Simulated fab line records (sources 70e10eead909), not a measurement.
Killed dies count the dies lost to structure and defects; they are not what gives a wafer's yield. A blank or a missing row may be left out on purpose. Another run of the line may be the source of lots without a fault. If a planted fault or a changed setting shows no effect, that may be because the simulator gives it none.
Which of the tools did it? ; flow nand harc ; Sampling: 6 lots, 18 wafers, 5 of 1159 route steps

== WHAT THE GAUGES SHOWED, per wafer ==
NHARC_P_GATE_CD_MEAS_59: target cd 720 nm.
lot;measured;on;cd nm (nm)
L645;day 5 17:38;cd sem-03;720.2 719.6 719.3
L650;day 7 01:22;cd sem-03;718.6 720.0 721.7
L659;day 9 11:17;cd sem-02;721.1 721.1 718.9
L662;day 10 06:23;cd sem-03;719.2 717.0 720.3
L663;day 10 07:02;cd sem-03;718.4 723.1 722.5
L666;day 10 22:17;cd sem-01;723.7 720.0 718.8

== WHAT TOOL EACH LOT RAN ON (gives the tool, then ch and the chambers of the sampled wafers, and finally the start) ==
lot;NHARC_P_GATE_DESCUM_48;NHARC_P_GATE_STRIP_111;NHARC_P_GATE_STRIP_75;NHARC_P_GATE_EXPOSE_56
L645;rie diel-07 ch 0,2, day 5 15:59;plasma asher-01 ch 0,1, day 5 16:25;plasma asher-01 ch 0,1, day 5 16:43;krf scanner-01 ch 0, day 5 17:29
L650;rie diel-07 ch 1,3, day 6 23:46;plasma asher-01 ch 0,1, day 7 00:11;plasma asher-01 ch 0,1, day 7 00:27;krf scanner-04 ch 0, day 7 01:12
L659;rie diel-10 ch 1,2,3, day 9 09:40;plasma asher-02 ch 0,1, day 9 10:03;plasma asher-02 ch 0,1, day 9 10:21;krf scanner-03 ch 0, day 9 11:08
L662;rie diel-07 ch 0,2,3, day 10 04:56;plasma asher-02 ch 0,1, day 10 05:19;plasma asher-02 ch 0,1, day 10 05:35;krf scanner-04 ch 0, day 10 06:13
L663;rie diel-07 ch 0,1,3, day 10 05:26;plasma asher-02 ch 0,1, day 10 05:48;plasma asher-02 ch 0,1, day 10 06:05;krf scanner-04 ch 0, day 10 06:53
L666;rie diel-09 ch 1,3, day 10 20:49;plasma asher-02 ch 0,1, day 10 21:11;plasma asher-02 ch 0,1, day 10 21:29;krf scanner-01 ch 0, day 10 22:08
- NHARC_P_GATE_DESCUM_48: chemistry O2, time 3 s.
- NHARC_P_GATE_STRIP_111: strips in N2/H2, time 250 s.
- NHARC_P_GATE_STRIP_75: strips in O2.
- NHARC_P_GATE_EXPOSE_56: exposes mask P PSD, target cd 720 nm.

== THE ANSWER, worked out from the rows above alone ==
Rule: the usual values come from the lots themselves. The widest of any qualifying gaps counts: lots, ordered by their means at a reading, are off when they make up no more than a third of the lots, leave a main group of 4 or more, and stand apart from it by 3 or more times the standard deviation of that group's means. Not used: any main group whose means are identical at the precision the tables above print for the reading. Also off: a lot with no number at a reading for which 4 or more lots have one. The other lots that the step has rows for count as sound.
No lot is off at any reading shown: from this, nothing can be told.

== WHAT HAD BEEN PUT IN BY THE SIMULATOR ==
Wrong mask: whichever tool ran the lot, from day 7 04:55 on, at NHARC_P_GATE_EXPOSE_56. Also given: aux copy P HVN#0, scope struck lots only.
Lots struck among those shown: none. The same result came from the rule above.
